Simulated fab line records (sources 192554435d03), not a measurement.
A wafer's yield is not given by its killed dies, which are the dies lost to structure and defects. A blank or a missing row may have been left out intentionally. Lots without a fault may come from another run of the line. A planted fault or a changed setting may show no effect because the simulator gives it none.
A struck lot beside a sound one | flow n5-finfet | 16 out of 1938 route steps
Sound: these wafers, L993.3, L993.4, L993.6. Struck: wafer L999.3. (L999.2, L999.4 of the same lot were not struck and are left out.) The cause comes at the end.
Per side, at each step with rows, come the tool, then ch with its chambers, and then its first start. Under that, the readings that differ: sound wafers | struck wafers | difference of the means | sigmas: that difference in standard deviations of wafers without a fault.
alike: words and numbers the same on both sides, and readings whose means are apart by under 2 such deviations; not compared: readings that were withheld, readings missing a value for some wafer, numbers with overlapping values and no deviation given by the record, and bounds like >300 which may hide the same value.
Wherever a step has rows on one side only, a row that says differs or no value, or a row with sigmas, the two part there. Numbers that have no deviation but don't overlap get no sigmas and don't part them. A reading that every wafer of one side lacks parts them only if that side has two wafers or more.

first, 2 steps without rows for these wafers: N5_BEOL_M0_CUTY_PEB_55 (peb time 60 s); N5_BEOL_M0_CUTY_DEVELOP_56 (develop time 30 s).
N5_BEOL_M0_CUTY_CD_MEAS_57: the cd target is 200 nm.
  sound on cd-sem-03 ch 0, day 5 19:35; struck on cd-sem-02 ch 0, day 7 07:54
  alike: cd-nm
N5_BEOL_M0_CUTY_OVL_MEAS_58:
  sound on overlay-02 ch 0, day 5 19:37; struck on overlay-01 ch 0, day 7 07:56
  alike: M0_ABLK_OVL
N5_BEOL_M0_CUTY_INSPECT_59: inspects for defects (macro).
  sound on defect-inspect-02 at day 5 19:38; struck on defect-inspect-02 at day 7 07:57
  alike: raw-defect-count
N5_BEOL_M0_CUTY_DESCUM_61: chemistry O2, time 7.9 s.
  sound on rie-diel-03 ch 1,2, day 5 19:43; struck on rie-diel-05 ch 0, day 7 08:03
  reading                | sound             | struck | difference | sigmas
  throttle-valve-pct (%) | 20.25 20.87 20.23 | 19.93  | -0.52      | -2
  alike: drypump-motor-current-A, oes-product-au, rf-vpp-V, showerhead-plenum-p-Torr
  not compared: rf-hours-counter-h
N5_BEOL_M0_CUTY_ETCH_62: etches SiARC in CF4, time 58.5 s.
  sound on rie-diel-03 ch 1,2, day 5 19:45; struck on rie-diel-05 ch 0, day 7 08:05
  reading                | sound             | struck | difference | sigmas
  throttle-valve-pct (%) | 15.39 16.00 15.40 | 15.03  | -0.57      | -2
  alike: drypump-motor-current-A, etch-rf-on-time-s, oes-product-au, rf-vpp-V, showerhead-plenum-p-Torr
  not compared: rf-hours-counter-h
N5_BEOL_M0_CUTY_ETCH_63: etches SOC in N2/H2, target depth 82.7 nm, overetch 16.5 nm, time 124 s.
  sound on rie-diel-03 ch 1,2, day 5 19:47; struck on rie-diel-05 ch 0, day 7 08:08
  reading                     | sound             | struck | difference | sigmas
  drypump-motor-current-A (A) | 5.8 5.5 5.8       | 6.5    | +0.8       | +2
  throttle-valve-pct (%)      | 17.70 18.28 17.68 | 17.29  | -0.60      | -2
  alike: oes-product-au, rf-vpp-V, showerhead-plenum-p-Torr
  not compared: rf-hours-counter-h
then, 1 step without rows for these wafers: N5_BEOL_M0_CUTY_STRIP_64 (strips in N2/H2).
N5_BEOL_M0_ETCH_138: etches SiCN in CH3F/O2, target depth 12 nm, time 31.6 s.
  sound on rie-diel-03 ch 1,2, day 5 19:55; struck on rie-diel-05 ch 0, day 7 08:16
  reading                | sound             | struck | difference | sigmas
  throttle-valve-pct (%) | 16.08 16.73 16.12 | 15.76  | -0.55      | -2
  alike: drypump-motor-current-A, etch-rf-on-time-s, oes-product-au, rf-vpp-V, showerhead-plenum-p-Torr
  not compared: rf-hours-counter-h
then, 1 step without rows for these wafers: N5_BEOL_M0_HM_OPEN_105 (chemistry Cl2/BCl3, target TiN, target depth 12 nm).
N5_BEOL_M0_STRIP_140: strips in CF4.
  sound on rie-diel-05 ch 1,2, day 5 20:26; struck on rie-diel-03 ch 2, day 7 14:22
  reading                         | sound          | struck | difference | sigmas
  oes-product-au (a.u.)           | 0.72 0.75 0.72 | 0.92   | +0.19      | +2
  showerhead-plenum-p-Torr (Torr) | 1.72 1.79 1.72 | 1.91   | +0.17      | +3
  alike: drypump-motor-current-A, power-w, rf-vpp-V, throttle-valve-pct
  not compared: rf-hours-counter-h
N5_BEOL_M0_STRIP_104: strips in N2/H2.
  sound on rie-diel-05 ch 1,2, day 5 20:28; struck on rie-diel-03 ch 2, day 7 14:23
  reading                         | sound             | struck | difference | sigmas
  oes-product-au (a.u.)           | 0.73 0.75 0.74    | 0.95   | +0.21      | +2
  power-w (W)                     | 449.7 450.1 450.0 | 378.6  | -71.3      | -55
  showerhead-plenum-p-Torr (Torr) | 2.42 2.54 2.42    | 2.71   | +0.25      | +3
  alike: drypump-motor-current-A, rf-vpp-V, throttle-valve-pct
  not compared: rf-hours-counter-h
then, 1 step without rows for these wafers: N5_BEOL_M0_WET_ETCH_106 (etches SiO2 in DHF, target depth 130 nm, rinse time 30 s).
-- the record jumps here: 4 days lie between the struck wafers' starts before and after (it left off in module BEOL_M0 and takes up again in module BEOL_M4, whose first step shown is number 1111 of the route) --
N5_BEOL_M4_RC_MEAS_101:
  sound on prober-02 ch 0, day 9 12:57; struck on prober-01 ch 0, day 11 06:41
  reading        | sound             | struck | difference | sigmas
  DIBL_N (mV/V)  | 37.9 38.8 37.5    | 35.5   | -2.6       | -2
  DIBL_P (mV/V)  | 38.7 39.4 38.7    | 36.0   | -2.9       | -2
  IOFF_N (nA/um) | 0.178 0.195 0.186 | 0.132  | -0.054     | -3
  ION_N (uA/um)  | 677 690 681       | 663    | -20        | -2
  VT_N (mV)      | 246.6 246.3 246.6 | 252.6  | +6.1       | +2
  alike: IOFF_P, ION_P, SS_N, SS_P, VT_P
N5_PASSIVATION_PROBE_49:
  the record holds rows for the sound wafers here (prober-01, day 14 13:25) but none for the struck ones

== WHERE THEY PART ==
At N5_BEOL_M0_CUTY_DESCUM_61 first; at N5_PASSIVATION_PROBE_49 last (within this record only).

WHY: what had been put in by the simulator
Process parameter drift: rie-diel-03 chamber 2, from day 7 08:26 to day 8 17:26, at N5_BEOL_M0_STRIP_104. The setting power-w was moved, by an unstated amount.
